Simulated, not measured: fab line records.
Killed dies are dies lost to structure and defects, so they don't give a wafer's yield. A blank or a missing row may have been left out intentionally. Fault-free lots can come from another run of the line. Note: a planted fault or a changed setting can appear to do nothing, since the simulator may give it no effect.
Matching of chambers / flow nand harc / ald metal-01 running NHARC_A_CONTACT_ALD_18: 4 sister chambers
The step deposits TiN, target thk 3 nm, pulse time 1 s, ald cycles 150. 4 wafers are shown with their chamber, then 8 later ones without.

== WAFERS, EACH WITH ITS CHAMBER ==
wafer=L081.6; chamber=3; heater power w (W)=1142
wafer=L084.4; chamber=0; heater power w (W)=999
wafer=L088.4; chamber=1; heater power w (W)=1220
wafer=L090.1; chamber=2; heater power w (W)=874

== WAFERS WITHOUT THEIR CHAMBER ==
wafer=L090.3; heater power w (W)=993
wafer=L090.6; heater power w (W)=1213
wafer=L091.2; heater power w (W)=983
wafer=L091.4; heater power w (W)=1160
wafer=L091.6; heater power w (W)=1206
wafer=L097.3; heater power w (W)=988
wafer=L097.4; heater power w (W)=1182
wafer=L097.6; heater power w (W)=1016

== THE CHAMBER EACH PASSED THROUGH ==
wafer=L090.3; from the rows above=0; in truth=0
wafer=L090.6; from the rows above=1; in truth=1
wafer=L091.2; from the rows above=0; in truth=0
wafer=L091.4; from the rows above=3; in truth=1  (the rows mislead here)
wafer=L091.6; from the rows above=1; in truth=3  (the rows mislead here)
wafer=L097.3; from the rows above=0; in truth=0
wafer=L097.4; from the rows above=can't be placed: 1 or 3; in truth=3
wafer=L097.6; from the rows above=0; in truth=0
5 of 8 placed correctly. These rows do not allow placing 1 (true chamber among the candidates in 1). Wrongly placed: 2.
How it was worked out, from the rows above alone: a wafer's distance from a chamber is the root of the sum, over the readings, of the square of ((its reading less the chamber's mean) divided by the reading's scatter). If the next closest chamber is less than 2 further off than the closest, the wafer can't be placed; otherwise it belongs to the closest. Each chamber's mean is taken over the wafers shown for it. The scatter: with one shown wafer a chamber, the root of the mean of the squares of how far each hidden wafer lies from its nearest shown one.
